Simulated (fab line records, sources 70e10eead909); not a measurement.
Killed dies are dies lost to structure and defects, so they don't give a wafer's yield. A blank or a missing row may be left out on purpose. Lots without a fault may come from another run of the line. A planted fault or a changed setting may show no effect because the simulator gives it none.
Problem report in the 8D (eight disciplines) form, filled by code | flow nand_harc | the parts of the form that need people (team, actions taken, sign-off) are left out

1. THE PROBLEM
raw_defect_count at NHARC_A_SIN_REMOVE_INSPECT_04 reads a mean of 1352 on 6 wafers of 2 lots; wafers without a fault read 393 with a standard deviation of 86. That is +11 standard deviations from the usual mean.
First seen on wafer L778.1, day 25 13:00, on defect_inspect-01. The record holds 36 wafers of 12 lots with a number at this step. Rule for "out", or "out of limits": more than 4 standard deviations from the usual mean. The other wafers with a number count as sound.

2. WHAT IT IS AND WHAT IT IS NOT
question                    | is                                   | is not
which readings at this step | raw_defect_count                     | -
which lots                  | L778, L780                           | L767, L768, L769, L770, L777, L779, L786, L787, L788, L789
which wafers of those lots  | all that have a number               | -
read on which gauges        | defect_inspect-01, defect_inspect-02 | -
when                        | from day 25 13:00                    | up to then (15 sound wafers); but 15 sound wafers of L779, L786, L787, L788, L789 came after

3. SUSPECTS, AND WHAT RULES EACH OUT
Counting: a tool at a process step up to the reading stays a suspect if it ran every lot that is out and no sound lot after the first of them.
- the gauge at NHARC_A_SIN_REMOVE_INSPECT_04: ruled out. The wafers that are out were read on 2 gauges (defect_inspect-01, defect_inspect-02).
- pecvd-02 at NHARC_A_SLIT_DEP_23 (deposits SiON, target thk 100 nm): ruled out as a lasting fault. Sound lots L786, L788 ran on it after its first lot that is out, L778 (day 24 23:11).
- har_etch-01 at NHARC_A_SLIT_ETCH_17 (etches the open film in C4F8/O2/Ar, time 4254.5 s, target depth 20300 nm): ruled out as a lasting fault. Sound lots L786, L788, L789 ran on it after its first lot that is out, L778 (day 25 01:11).
Left after counting: nothing in the record.

4. THE CAUSE (what the simulator had put in)
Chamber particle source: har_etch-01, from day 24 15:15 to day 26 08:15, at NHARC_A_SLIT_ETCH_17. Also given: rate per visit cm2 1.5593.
Counting ruled it out, wrongly: the rule takes a fault to strike every lot that its tool runs from its start on, and this one did not.

5. THE CHAIN OF EFFECTS, in route order
Each row: a reading whose mean over the struck wafers that have a number lies more than 3 standard deviations from the usual. Only readings for which the record gives a usual standard deviation are gone through. hours: the time from each lot's start at the first step in this table that gives one to its start at this step, as a median over the lots. sigmas: the change in usual standard deviations.
hours | step                          | reading          | usual | on struck wafers | change | sigmas
0     | NHARC_A_SIN_REMOVE_INSPECT_04 | raw_defect_count | 393   | 1352             | +959   | +11
Later measuring or inspecting steps at which every struck wafer that the step has a row for has a number for every such reading, and none has moved that far: NHARC_END_SORT_01.

6. WHAT WOULD HAVE CAUGHT IT SOONER
In this record the first reading out of limits at a measuring or inspecting step was taken at day 25 13:00, 22 hours after the fault began at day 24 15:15.
Of the tool readings at NHARC_A_SLIT_ETCH_17 for which the record gives a usual standard deviation, none was out on any struck wafer, so an alarm limit of 4 standard deviations on them would not have fired.
